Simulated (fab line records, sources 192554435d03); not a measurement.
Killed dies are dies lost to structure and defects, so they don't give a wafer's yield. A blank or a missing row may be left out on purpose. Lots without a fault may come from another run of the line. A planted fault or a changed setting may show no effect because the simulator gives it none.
fab line records | flow n5_finfet | part 2 of 2: steps 5 to 6 of 6
record lots=23 wafers=69 last_day=18
route steps=1938 shown BEOL_M14@1757 BEOL_M15@1774
lots that met no fault: from a run of the same line without faults
start_h: hours from the record's first day to the start of the lot's first wafer shown | wait_h: hours since the lot's step before | " the same as in the row above | L1.1+2: a row that stands for several wafers | - no value, or no start given | * or withheld: withheld | < > ~ a bound
route shown NAME@n: a module of which the file shows steps, and the number in the route of the first | usual: mean/standard deviation of fault-free wafers | same: alike in all rows | chamber/n: place in a boat | sites: the reading at each site | _std_site: their standard deviation | _edge_site: outer sites' mean less inner sites' | radius_mm: how far each site lies from the wafer's centre | mask NAME#n: copy n | behind: the tool/chamber that last shaped the wafer | hold: why the lot was held/for how many hours/how that ended | device: the transistor (n, p or np) that didn't switch | end of line: the same wafers' tests at the end of the route | a step without rows: its recipe alone | killed: dies lost to structure and defects at the first sort, not the wafer's yield | map: a wafer's dies, x killed, . not, _ none there
set.NAME: the setting as run; set.NAME@STEP: as run at that earlier step | model.NAME: the simulator's own value behind a step, which no gauge read
steps of the route over a sample of lots; a table a step, a row a wafer
services: from which hour (start_h, from the record's first day; less than 0 if before it) a tool's chamber was out of use, for how many hours, and why
## steps
# step N5_BEOL_M15_STRIP_37
# recipe chemistry=O2 power_w=600 temp_c=60 pressure_mtorr=30 rf_frequency_hz=6e+07 bias_power_w=0 overash_fraction=0.3 o2_flow_sccm=225
# usual drypump_motor_current_A=5.5/0.39 o2_flow_sccm=224.9/0.66 oes_product_au=0.82/0.09 rf_vpp_V=3.7/0.62 showerhead_plenum_p_Torr=2.08/0.049 throttle_valve_pct=16.58/0.21
# same bias_power_w=0
# columns lot.wafer tool chamber start_h wait_h drypump_motor_current_A o2_flow_sccm oes_product_au rf_hours_counter_h rf_vpp_V showerhead_plenum_p_Torr throttle_valve_pct
L074.3 rie_diel-03 3 - - 6.0 224.4 0.78 171 3.0 2.09 16.79
L074.4 " 1 " " 4.9 225.5 0.89 39 3.4 2.04 16.66
L074.5 " 0 " " 5.5 226.0 0.89 - 3.9 2.03 16.23
L076.2 rie_diel-03 2 - - 5.6 225.1 0.82 107 2.9 2.09 16.37
L076.4 " 0 " " 5.6 224.1 0.86 38 3.3 2.03 16.26
L076.5 " 0 " " 5.6 225.1 0.86 - 4.6 2.03 16.24
L078.1 rie_diel-03 0 - - 5.6 225.4 0.86 38 2.8 2.03 16.27
L078.2 " 1 " " 4.9 224.1 0.87 43 3.4 2.04 16.67
L078.4 " 3 " " 6.0 224.2 0.75 176 3.2 2.08 16.81
L075.3 rie_diel-04 0 - - 6.0 224.3 0.69 245 3.2 2.15 16.97
L075.4 " 2 " " 5.6 225.3 0.80 112 3.5 2.18 16.49
L075.6 " 1 " " 5.8 224.0 0.67 - 3.5 2.09 17.28
L081.2 rie_diel-02 3 - - 5.1 224.9 0.98 7 3.8 2.04 16.40
L081.4 " 2 " " 5.4 225.7 0.71 198 4.7 2.15 16.48
L081.6 " 1 " " 6.5 225.1 0.68 - 4.0 2.06 16.74
L077.4 rie_diel-03 0 - - 5.5 225.4 0.86 42 3.8 2.03 16.26
L077.5 " 1 " " 4.9 224.6 0.87 - 3.6 2.04 16.67
L077.6 " 0 " " 5.5 224.2 0.85 - 2.8 2.03 16.25
L080.2 rie_diel-03 3 - - 6.0 225.0 0.76 181 4.1 2.08 16.83
L080.5 " 1 " " 4.9 224.4 0.86 - 4.1 2.03 16.68
L080.6 " 2 " " 5.6 224.6 0.82 - 3.6 2.09 16.42
L079.1 rie_diel-03 3 - - 6.0 225.2 0.75 183 3.9 2.08 16.79
L079.5 " 1 " " 4.9 224.9 0.87 - 4.6 2.03 16.66
L079.6 " 2 " " 5.6 226.0 0.81 - 4.0 2.09 16.43
L083.1 rie_diel-04 1 - - 5.8 225.3 0.66 253 3.7 2.09 17.28
L083.2 " 3 " " 5.2 224.9 0.67 246 3.5 2.15 16.88
L083.5 " 2 " " 5.6 225.7 0.78 - 3.6 2.17 16.52
L084.1 rie_diel-02 3 - - 5.0 224.2 0.94 18 4.0 2.04 16.43
L084.4 " 3 " " 5.1 225.4 0.95 - 2.6 2.04 16.41
L084.5 " 0 " " 5.5 226.6 0.77 - 3.7 2.02 16.64
L086.3 rie_diel-02 3 - - 5.1 224.7 0.95 19 3.0 2.04 16.42
L086.4 " 0 " " 5.5 224.1 0.76 - 5.1 2.02 16.63
L086.5 " 3 " " 5.0 224.4 0.95 - 3.9 2.04 16.41
L082.2 rie_diel-03 1 - - 4.9 224.2 0.85 58 3.0 2.03 16.69
L082.3 " 2 " " 5.6 225.9 0.81 123 2.3 2.08 16.44
L082.4 " 3 " " 6.0 225.8 0.76 191 3.9 2.08 16.85
L088.1 rie_diel-03 3 - - 6.0 224.1 0.75 192 3.8 2.08 16.84
L088.2 " 2 " " 5.6 224.8 0.80 123 3.4 2.08 16.46
L088.3 " 1 " " 4.9 225.1 0.87 58 3.5 2.03 16.68
L085.2 rie_diel-03 1 - - 4.9 223.8 0.86 60 3.1 2.03 16.69
L085.4 " 0 " " 5.6 225.5 0.85 54 3.9 2.03 16.28
L085.5 " 2 " " 5.6 226.2 0.82 - 3.1 2.08 16.45
L087.2 rie_diel-02 2 - - 5.4 225.3 0.68 218 3.4 2.15 16.52
L087.4 " 2 " " 5.4 225.1 0.69 - 3.7 2.14 16.53
L087.5 " 2 " " 5.4 224.6 0.69 - 3.4 2.15 16.53
L089.4 rie_diel-03 2 - - 5.6 225.3 0.81 - 4.5 2.08 16.45
L089.5 " 3 " " 6.0 225.6 0.75 - 4.3 2.08 16.85
L089.6 " 0 " " 5.6 224.8 0.85 - 3.4 2.03 16.30
L090.2 rie_diel-04 2 - - 5.6 225.4 0.76 139 4.2 2.17 16.54
L090.3 " 1 " " 5.8 224.8 1.02 0 5.3 2.09 16.82
L090.6 " 2 " " 5.6 225.4 0.75 - 3.6 2.17 16.57
L091.1 rie_diel-02 3 - - 5.1 224.5 0.90 35 4.7 2.03 16.44
L091.3 " 0 " " 5.5 224.8 0.74 156 4.5 2.01 16.63
L091.6 " 0 " " 5.5 224.6 0.75 - 4.8 2.01 16.66
L092.1 rie_diel-04 0 - - 6.0 225.1 0.93 17 3.4 2.14 16.57
L092.4 " 1 " " 5.7 224.2 0.98 - 3.2 2.09 16.81
L092.5 " 0 " " 6.0 226.1 0.93 - 3.6 2.14 16.57
L093.2 rie_diel-04 3 - - 5.2 224.1 0.95 4 3.7 2.15 16.39
L093.3 " 0 " " 6.0 225.7 0.90 22 3.8 2.14 16.57
L093.6 " 0 " " 6.0 224.4 0.91 - 3.2 2.14 16.57
L097.2 rie_diel-03 0 - - 5.6 225.3 0.83 69 3.6 2.02 16.33
L097.3 " 1 " " 4.9 224.7 0.83 71 3.9 2.03 16.73
L097.5 " 1 " " 4.9 224.3 0.84 - 3.4 2.03 16.73
L094.1 rie_diel-04 1 - - 5.8 224.6 0.95 15 4.6 2.08 16.80
L094.4 " 0 " " 6.0 224.3 0.89 25 3.4 2.14 16.58
L094.5 " 3 " " 5.2 225.0 0.95 - 3.8 2.15 16.39
L095.1 rie_diel-02 0 - - 5.6 225.8 0.74 176 3.5 2.01 16.67
L095.3 " 1 " " 6.5 225.6 0.93 13 3.5 2.05 16.34
L095.5 " 3 " " 5.0 225.1 0.90 - 2.9 2.03 16.49
# step N5_BEOL_M15_INSPECT_55
# recipe inspect_instrument=darkfield mode=post_dep
# usual raw_defect_count=67/21
# columns lot.wafer tool chamber start_h wait_h raw_defect_count
L074.3 defect_inspect-02 - 270.72 0.0 72
L074.4 " - " " 66
L074.5 " - " " 83
L076.2 defect_inspect-02 - 285.17 0.0 67
L076.4 " - " " 73
L076.5 " - " " 76
L078.1 defect_inspect-01 - 286.64 0.0 59
L078.2 " - " " 40
L078.4 " - " " 71
L075.3 defect_inspect-02 - 292.45 0.0 71
L075.4 " - " " 71
L075.6 " - " " 58
L081.2 defect_inspect-01 - 295.55 0.0 40
L081.4 " - " " 37
L081.6 " - " " 63
L077.4 defect_inspect-02 - 297.98 0.0 86
L077.5 " - " " 59
L077.6 " - " " 56
L080.2 defect_inspect-01 - 300.95 0.0 73
L080.5 " - " " 49
L080.6 " - " " 59
L079.1 defect_inspect-01 - 310.17 0.0 93
L079.5 " - " " 44
L079.6 " - " " 72
L083.1 defect_inspect-01 - 330.31 0.0 43
L083.2 " - " " 55
L083.5 " - " " 38
L084.1 defect_inspect-01 - 330.81 0.0 100
L084.4 " - " " 31
L084.5 " - " " 59
L086.3 defect_inspect-01 - 331.52 0.0 47
L086.4 " - " " 45
L086.5 " - " " 72
L082.2 defect_inspect-02 - 338.29 0.0 98
L082.3 " - " " 86
L082.4 " - " " 112
L088.1 defect_inspect-01 - 338.56 0.0 77
L088.2 " - " " 76
L088.3 " - " " 83
L085.2 defect_inspect-02 - 342.78 0.0 105
L085.4 " - " " 75
L085.5 " - " " 92
L087.2 defect_inspect-02 - 352.25 0.0 53
L087.4 " - " " 38
L087.5 " - " " 46
L089.4 defect_inspect-01 - 356.73 0.0 69
L089.5 " - " " 61
L089.6 " - " " 107
L090.2 defect_inspect-02 - 356.90 0.0 70
L090.3 " - " " 79
L090.6 " - " " 88
L091.1 defect_inspect-02 - 371.45 0.0 89
L091.3 " - " " 98
L091.6 " - " " 64
L092.1 defect_inspect-01 - 376.74 0.0 44
L092.4 " - " " 38
L092.5 " - " " 71
L093.2 defect_inspect-01 - 396.37 0.0 96
L093.3 " - " " 64
L093.6 " - " " 60
L097.2 defect_inspect-02 - 399.78 0.0 59
L097.3 " - " " 56
L097.5 " - " " 57
L094.1 defect_inspect-01 - 408.75 0.0 52
L094.4 " - " " 58
L094.5 " - " " 50
L095.1 defect_inspect-02 - 429.85 0.0 50
L095.3 " - " " 57
L095.5 " - " " 66
## services
# columns tool chamber start_h hours kind
rie_diel-06 0 251.86 12.1 repair
cmp-04 - 261.59 1.2 repair
rie_diel-06 3 267.73 5.6 repair
rie_diel-01 2 274.40 6.1 repair
cmp-02 - 293.71 4.0 pm
rie_diel-06 2 299.66 8.5 repair
cmp-02 - 314.48 2.0 repair
cmp-04 - 315.22 1.1 repair
cmp-01 - 322.34 1.7 repair
cmp-04 - 325.38 1.0 repair
rie_diel-02 1 325.70 5.8 repair
rie_diel-05 3 331.24 12.5 repair
rie_diel-02 - 336.72 1.5 repair
rie_diel-02 0 338.68 16.4 repair
rie_diel-02 1 345.34 5.4 repair
rie_diel-03 1 345.36 16.0 repair
rie_diel-05 2 372.14 6.0 repair
rie_diel-03 0 377.86 4.7 repair
cmp-02 - 392.56 2.7 repair
rie_diel-02 - 411.01 2.8 pm
rie_diel-06 - 412.18 0.6 repair
rie_diel-03 - 417.58 2.8 pm
cmp-04 - 425.90 4.0 pm
rie_diel-05 - 427.13 0.2 repair
